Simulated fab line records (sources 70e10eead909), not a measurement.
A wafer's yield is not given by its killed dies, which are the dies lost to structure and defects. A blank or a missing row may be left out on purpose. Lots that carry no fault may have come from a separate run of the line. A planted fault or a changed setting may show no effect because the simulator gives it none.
Which tool did it? :: flow nand-harc :: 72 wafers from 24 lots sampled at 2 of the route's 1302 steps

## WHAT THE GAUGES READ, wafer by wafer
NHARC_A_CONTACT_CD_MEAS_42: the cd target is 300 nm.
lot: L074
measured: day 21 20:49
on: cd-sem-03
cd-nm (nm): 299.7 300.3 300.2

lot: L075
measured: day 21 21:08
on: cd-sem-01
cd-nm (nm): 300.1 300.1 299.9

lot: L076
measured: day 22 06:18
on: cd-sem-03
cd-nm (nm): 300.3 299.3 300.1

lot: L078
measured: day 23 00:24
on: cd-sem-01
cd-nm (nm): 299.5 299.2 300.3

lot: L077
measured: day 23 00:33
on: cd-sem-02
cd-nm (nm): 300.1 300.1 300.8

lot: L079
measured: day 23 17:37
on: cd-sem-01
cd-nm (nm): 300.0 299.5 299.3

lot: L080
measured: day 23 23:05
on: cd-sem-01
cd-nm (nm): 299.9 299.9 299.5

lot: L081
measured: day 24 01:47
on: cd-sem-02
cd-nm (nm): 300.3 299.8 299.4

lot: L083
measured: day 24 20:58
on: cd-sem-02
cd-nm (nm): 300.2 299.9 300.4

lot: L082
measured: day 24 22:17
on: cd-sem-02
cd-nm (nm): 299.9 300.0 300.0

lot: L085
measured: day 25 16:37
on: cd-sem-03
cd-nm (nm): 300.4 299.8 300.8

lot: L084
measured: day 25 23:19
on: cd-sem-01
cd-nm (nm): 300.4 299.7 300.4

lot: L086
measured: day 26 10:03
on: cd-sem-02
cd-nm (nm): 299.9 299.6 299.5

lot: L087
measured: day 27 00:53
on: cd-sem-03
cd-nm (nm): 300.1 300.5 300.2

lot: L088
measured: day 27 18:07
on: cd-sem-01
cd-nm (nm): 299.9 299.9 300.4

lot: L089
measured: day 27 18:25
on: cd-sem-03
cd-nm (nm): 299.9 299.8 299.9

lot: L091
measured: day 28 16:08
on: cd-sem-02
cd-nm (nm): 299.6 299.7 300.4

lot: L090
measured: day 28 15:19
on: cd-sem-03
cd-nm (nm): 299.8 300.2 299.6

lot: L093
measured: day 29 15:27
on: cd-sem-01
cd-nm (nm): 299.9 300.4 299.9

lot: L092
measured: day 29 15:40
on: cd-sem-02
cd-nm (nm): 300.7 300.2 300.4

lot: L095
measured: day 30 03:27
on: cd-sem-01
cd-nm (nm): 299.5 300.2 300.1

lot: L096
measured: day 30 05:55
on: cd-sem-01
cd-nm (nm): 300.5 300.1 300.0

lot: L094
measured: day 30 12:34
on: cd-sem-02
cd-nm (nm): 299.9 299.6 299.4

lot: L097
measured: day 30 18:27
on: cd-sem-03
cd-nm (nm): 300.1 300.6 300.8

## WHAT TOOL EACH LOT RAN ON (gives the tool, then ch and the chambers of the sampled wafers, and finally the start)
lot: L074
NHARC_A_WL_FILL_CVD_20: cvd-w-01 ch 0,1, day 21 20:49 or earlier

lot: L075
NHARC_A_WL_FILL_CVD_20: cvd-w-01 ch 0, day 21 21:08 or earlier

lot: L076
NHARC_A_WL_FILL_CVD_20: cvd-w-01 ch 0,1, day 22 06:18 or earlier

lot: L078
NHARC_A_WL_FILL_CVD_20: cvd-w-01 ch 0,1, day 23 00:24 or earlier

lot: L077
NHARC_A_WL_FILL_CVD_20: cvd-w-02 ch 0,1, day 23 00:33 or earlier

lot: L079
NHARC_A_WL_FILL_CVD_20: cvd-w-01 ch 0,1, day 23 17:37 or earlier

lot: L080
NHARC_A_WL_FILL_CVD_20: cvd-w-02 ch 0,1, day 23 23:05 or earlier

lot: L081
NHARC_A_WL_FILL_CVD_20: cvd-w-02 ch 0,1, day 24 01:47 or earlier

lot: L083
NHARC_A_WL_FILL_CVD_20: cvd-w-02 ch 0,1, day 24 20:58 or earlier

lot: L082
NHARC_A_WL_FILL_CVD_20: cvd-w-02 ch 0,1, day 24 22:17 or earlier

lot: L085
NHARC_A_WL_FILL_CVD_20: cvd-w-01 ch 0,1, day 25 16:37 or earlier

lot: L084
NHARC_A_WL_FILL_CVD_20: cvd-w-02 ch 0,1, day 25 23:19 or earlier

lot: L086
NHARC_A_WL_FILL_CVD_20: cvd-w-02 ch 0,1, day 26 10:03 or earlier

lot: L087
NHARC_A_WL_FILL_CVD_20: cvd-w-02 ch 0,1, day 27 00:53 or earlier

lot: L088
NHARC_A_WL_FILL_CVD_20: cvd-w-01 ch 0,1, day 27 18:07 or earlier

lot: L089
NHARC_A_WL_FILL_CVD_20: cvd-w-02 ch 0,1, day 27 18:25 or earlier

lot: L091
NHARC_A_WL_FILL_CVD_20: cvd-w-02 ch 0,1, day 28 16:08 or earlier

lot: L090
NHARC_A_WL_FILL_CVD_20: cvd-w-01 ch 0,1, day 28 15:19 or earlier

lot: L093
NHARC_A_WL_FILL_CVD_20: cvd-w-01 ch 0,1, day 29 15:27 or earlier

lot: L092
NHARC_A_WL_FILL_CVD_20: cvd-w-02 ch 0,1, day 29 15:40 or earlier

lot: L095
NHARC_A_WL_FILL_CVD_20: cvd-w-01 ch 0,1, day 30 03:27 or earlier

lot: L096
NHARC_A_WL_FILL_CVD_20: cvd-w-01 ch 0,1, day 30 05:55 or earlier

lot: L094
NHARC_A_WL_FILL_CVD_20: cvd-w-02 ch 0,1, day 30 12:34 or earlier

lot: L097
NHARC_A_WL_FILL_CVD_20: cvd-w-01 ch 0,1, day 30 18:27 or earlier
- NHARC_A_WL_FILL_CVD_20: deposits W, target thk 100 nm, time 74 s.

## AS READ BY THE TOOLS THEMSELVES (means over the sampled wafers that have a number; for cases with no such wafer, the mark the record gives instead)
NHARC_A_WL_FILL_CVD_20.
lot: L074
tool: cvd-w-01
heater-power-outer-w (W): 521
heater-power-w (W): 850
throttle-valve-pct (%): 8.04

lot: L075
tool: cvd-w-01
heater-power-outer-w (W): 556
heater-power-w (W): 876
throttle-valve-pct (%): 8.07

lot: L076
tool: cvd-w-01
heater-power-outer-w (W): 540
heater-power-w (W): 860
throttle-valve-pct (%): 8.00

lot: L078
tool: cvd-w-01
heater-power-outer-w (W): 540
heater-power-w (W): 879
throttle-valve-pct (%): 7.92

lot: L077
tool: cvd-w-02
heater-power-outer-w (W): 620
heater-power-w (W): 959
throttle-valve-pct (%): 7.85

lot: L079
tool: cvd-w-01
heater-power-outer-w (W): 538
heater-power-w (W): 879
throttle-valve-pct (%): 8.05

lot: L080
tool: cvd-w-02
heater-power-outer-w (W): 626
heater-power-w (W): 961
throttle-valve-pct (%): 7.99

lot: L081
tool: cvd-w-02
heater-power-outer-w (W): 630
heater-power-w (W): 947
throttle-valve-pct (%): 7.97

lot: L083
tool: cvd-w-02
heater-power-outer-w (W): 617
heater-power-w (W): 921
throttle-valve-pct (%): 8.13

lot: L082
tool: cvd-w-02
heater-power-outer-w (W): 624
heater-power-w (W): 967
throttle-valve-pct (%): 8.11

lot: L085
tool: cvd-w-01
heater-power-outer-w (W): 534
heater-power-w (W): 840
throttle-valve-pct (%): 7.82

lot: L084
tool: cvd-w-02
heater-power-outer-w (W): 616
heater-power-w (W): 927
throttle-valve-pct (%): 8.01

lot: L086
tool: cvd-w-02
heater-power-outer-w (W): 636
heater-power-w (W): 937
throttle-valve-pct (%): 8.02

lot: L087
tool: cvd-w-02
heater-power-outer-w (W): 619
heater-power-w (W): 929
throttle-valve-pct (%): 8.04

lot: L088
tool: cvd-w-01
heater-power-outer-w (W): 521
heater-power-w (W): 830
throttle-valve-pct (%): 7.95

lot: L089
tool: cvd-w-02
heater-power-outer-w (W): 609
heater-power-w (W): 931
throttle-valve-pct (%): 7.99

lot: L091
tool: cvd-w-02
heater-power-outer-w (W): 624
heater-power-w (W): 946
throttle-valve-pct (%): 8.05

lot: L090
tool: cvd-w-01
heater-power-outer-w (W): 513
heater-power-w (W): 837
throttle-valve-pct (%): 8.00

lot: L093
tool: cvd-w-01
heater-power-outer-w (W): 539
heater-power-w (W): 851
throttle-valve-pct (%): 8.04

lot: L092
tool: cvd-w-02
heater-power-outer-w (W): 619
heater-power-w (W): 927
throttle-valve-pct (%): 8.05

lot: L095
tool: cvd-w-01
heater-power-outer-w (W): 535
heater-power-w (W): 872
throttle-valve-pct (%): 8.08

lot: L096
tool: cvd-w-01
heater-power-outer-w (W): 517
heater-power-w (W): 828
throttle-valve-pct (%): 8.01

lot: L094
tool: cvd-w-02
heater-power-outer-w (W): 590
heater-power-w (W): 880
throttle-valve-pct (%): 7.77

lot: L097
tool: cvd-w-01
heater-power-outer-w (W): 515
heater-power-w (W): 836
throttle-valve-pct (%): 8.11

## THE ANSWER, worked out from the rows above alone
Rule: usual is defined by the lots themselves. Put in order of their means at a reading, lots are off if they are a third of the lots or fewer, leave a main group of 4 or more, and stand apart from it by a gap of 3 or more times the standard deviation of the main group's means; of several such gaps the widest counts. Not used: any main group whose means are identical at the precision the tables above print for the reading. Also off: a lot with no number at a reading for which 4 or more lots have one. The other lots that the step has rows for count as sound. The gauges are gone through in route order, then the tools' own readings, and for those a lot's mean is taken as printed above. The first step at which some lot is off is used, and at that step the reading that is off furthest; a lot without a number counts as furthest.
No lot is off at any reading shown: from this, nothing can be told.

## WHAT THE SIMULATOR PUT IN
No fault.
